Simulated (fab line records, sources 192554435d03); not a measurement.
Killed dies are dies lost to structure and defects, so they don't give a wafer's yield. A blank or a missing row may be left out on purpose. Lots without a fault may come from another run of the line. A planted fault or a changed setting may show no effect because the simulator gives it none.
Which tool did it? | flow n5_finfet | 12 lots, 36 wafers sampled, at 2 steps of a route of 1938

WHAT THE GAUGES READ, wafer by wafer
N5_BEOL_M0_CUTY_CD_MEAS_57: target cd 200 nm.
lot  | measured     | on        | cd_nm (nm)
L075 | day 6 01:23  | cd_sem-03 | 199.6 198.7 198.9
L077 | day 6 12:47  | cd_sem-01 | 200.4 199.6 200.7
L079 | day 7 02:22  | cd_sem-01 | 199.0 200.3 200.0
L081 | day 7 13:54  | cd_sem-01 | 200.1 202.0 201.4
L083 | day 8 04:08  | cd_sem-03 | 200.8 199.8 199.8
L085 | day 8 11:45  | cd_sem-01 | 201.0 200.5 201.2
L087 | day 9 00:42  | cd_sem-01 | 200.2 200.9 201.7
L089 | day 9 12:23  | cd_sem-02 | 200.8 200.5 201.3
L091 | day 10 05:02 | cd_sem-02 | 200.3 199.2 200.6
L093 | day 10 16:41 | cd_sem-01 | 200.3 199.5 198.5
L095 | day 11 02:29 | cd_sem-01 | 199.5 199.1 199.0
L097 | day 11 20:39 | cd_sem-01 | 201.2 200.1 200.3

WHICH TOOL RAN EACH LOT (tool, then ch and the chambers of the sampled wafers, then the start)
lot  | N5_BEOL_M0_SAQP_ALD_48
L075 | ald_sin-03 ch 2,3, day 6 00:22
L077 | ald_sin-01 ch 2,3, day 6 11:53
L079 | ald_sin-03 ch 0,3, day 7 01:21
L081 | ald_sin-04 ch 0,1, day 7 13:00
L083 | ald_sin-01 ch 1,2, day 8 03:08
L085 | ald_sin-01 ch 0,2, day 8 10:44
L087 | ald_sin-04 ch 2,3, day 8 23:41
L089 | ald_sin-01 ch 0,1,3, day 9 11:22
L091 | ald_sin-03 ch 0,1,2, day 10 04:00
L093 | ald_sin-03 ch 1,2,3, day 10 15:40
L095 | ald_sin-01 ch 2,3, day 11 01:24
L097 | ald_sin-01 ch 1,3, day 11 19:46
- N5_BEOL_M0_SAQP_ALD_48: deposits SiO2, target thk 20 nm, pulse time 1 s, co reactant pulse time 1 s.

THE ANSWER, worked out from the rows above alone
Rule: what is usual is taken from the lots themselves. Put in order of their means at a reading, lots are off if they are a third of the lots or fewer, leave a main group of 4 or more, and stand apart from it by a gap of 3 or more times the standard deviation of the main group's means; of several such gaps the widest counts. A main group whose means are all the same, to the digits that the tables above print for the reading, isn't used. A lot without any number at a reading at which 4 lots or more have one is off too. The other lots that the step has rows for count as sound.
No lot is off at any reading shown: from this, nothing can be told.

WHAT THE SIMULATOR HAD PUT IN
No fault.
